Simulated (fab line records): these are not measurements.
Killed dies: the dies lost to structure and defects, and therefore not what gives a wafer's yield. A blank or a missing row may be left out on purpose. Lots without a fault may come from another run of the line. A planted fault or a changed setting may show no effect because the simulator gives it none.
Split-lot study | flow n5-finfet | on a route of 1938 steps: 7 lots, 21 wafers read

== ABOUT THE SPLIT ==
At N5_GATE_CUT_COAT_27 (time 60 s, resist thk 10 nm), the setting spin-rpm was moved away from the recipe's 1500 rpm on 7 of the 21 wafers read, by -9.1% to +7.4%. This setting was run at the recipe's value on the other wafers.

== FROM THE SPLIT TO THE READING: what the file shows between them, 5 steps ==
- N5_GATE_CUT_EXPOSE_10: exposes mask GATE CUT, target cd 20 nm (also split here: dose-mj)
- N5_GATE_CUT_PEB_11: peb time 60 s
- N5_GATE_CUT_DEVELOP_12: develop time 30 s
- N5_GATE_CUT_CD_MEAS_13: target cd 20 nm
- N5_GATE_CUT_DESCUM_18: chemistry O2, time 7 s

== THE READING ==
etch.depth-nm (the simulator's own value, which no gauge read), in nm, at N5_GATE_CUT_ETCH_28 (etches underlayer in N2/H2, target depth 13 nm, time 10.4 s). The file gives no usual value for it. Here, 14 wafers ran the recipe; their average is 10.000 nm with a standard deviation of 0.02 nm.

wafer  | tool, chamber at the split | spin-rpm as run, rpm | against the recipe | etch.depth-nm, nm | against lot-mates on the recipe
L074.2 | litho-track-01, 0          | 1416                 | -5.6%              | 10.3              | +0.305
L074.5 | litho-track-01, 0          | 1500                 | recipe             | 9.999             | -
L074.6 | litho-track-01, 0          | 1500                 | recipe             | 9.992             | -
L082.1 | litho-track-02, 0          | 1500                 | recipe             | 9.995             | -
L082.3 | litho-track-02, 0          | 1500                 | recipe             | 10                | -
L082.5 | litho-track-02, 0          | 1411                 | -5.9%              | 10.34             | +0.343
L089.2 | litho-track-02, 0          | 1611                 | +7.4%              | 9.612             | -0.337
L089.3 | litho-track-02, 0          | 1611                 | +7.4%              | 9.611             | -0.338
L089.5 | litho-track-02, 0          | 1500                 | recipe             | 9.949             | -
L090.3 | litho-track-01, 0          | 1500                 | recipe             | 10.01             | -
L090.5 | litho-track-01, 0          | 1367                 | -8.9%              | 10.52             | +0.510
L090.6 | litho-track-01, 0          | 1500                 | recipe             | 10.01             | -
L093.1 | litho-track-02, 0          | 1378                 | -8.1%              | 10.42             | +0.423
L093.4 | litho-track-02, 0          | 1500                 | recipe             | 9.993             | -
L093.6 | litho-track-02, 0          | 1500                 | recipe             | 10                | -
L094.1 | litho-track-02, 0          | 1500                 | recipe             | 10.03             | -
L094.3 | litho-track-02, 0          | 1500                 | recipe             | 10.04             | -
L094.4 | litho-track-02, 0          | 1364                 | -9.1%              | 10.5              | +0.465
L097.1 | litho-track-01, 0          | 1500                 | recipe             | 9.982             | -
L097.3 | litho-track-01, 0          | 1500                 | recipe             | 10                | -
L097.4 | litho-track-01, 0          | 1500                 | recipe             | 10                | -

FIT RESULTS
A straight line over all 21 wafers: etch.depth-nm changes by -0.0544 nm for each +1% of spin-rpm; r = -1.00; the points scatter about the line by 0.021 nm.
The same after taking each lot's own level away (the mean of its wafers on the recipe; 21 wafers): -0.0514 nm for each +1%; r = -1.00; scatter 0.019 nm.
That fit puts the effect of the largest move of spin-rpm on the reading at 0.47 nm.
Across the lots, their own levels run from 9.9490 to 10.0350 nm, a range of 4.2 times the standard deviation given above.
Hence the lot-to-lot level has little effect on the slope; both slopes agree.
Check: +0.478 nm against its lot-mates is what the line predicts for one of the wafers moved furthest among these (-9.1%) when that wafer is left out of the fit. It came out at +0.465 nm against them.

== FURTHER SPLITS ON THESE WAFERS ==
Note: prior to the reading, these wafers also went through further splits. Each is held against what the fit with the lots' levels taken away leaves over:
other split on the same wafers | wafers away from the commonest value | r with etch.depth-nm (lot level and that fit taken away)
N5_HKMG_FIN_ETCH_54 bias-w     | 8                                    | +0.05
N5_GATE_CUT_EXPOSE_10 dose-mj  | 7                                    | +0.16

== THE WHOLE CHAIN: every reading that the file lists as answering this split, in the file's order ==
step                | what it does                                                | reading                                                                                | change (the file's fit)                | r (the file's)
N5_GATE_CUT_COAT_27 | time 60 s, resist thk 10 nm                                 | underlayer_of_GATE_CUT_COAT_27.thk-nm (the simulator's own value, which no gauge read) | -0.062 nm for each +1% of the setting  | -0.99
N5_GATE_CUT_ETCH_28 | etches underlayer in N2/H2, target depth 13 nm, time 10.4 s | etch.depth-nm (the simulator's own value, which no gauge read)                         | -0.0532 nm for each +1% of the setting | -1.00

== THE FILE'S OWN FIT ==
etch.depth-nm changes by -0.0532 nm for each +1% of spin-rpm, r = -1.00.
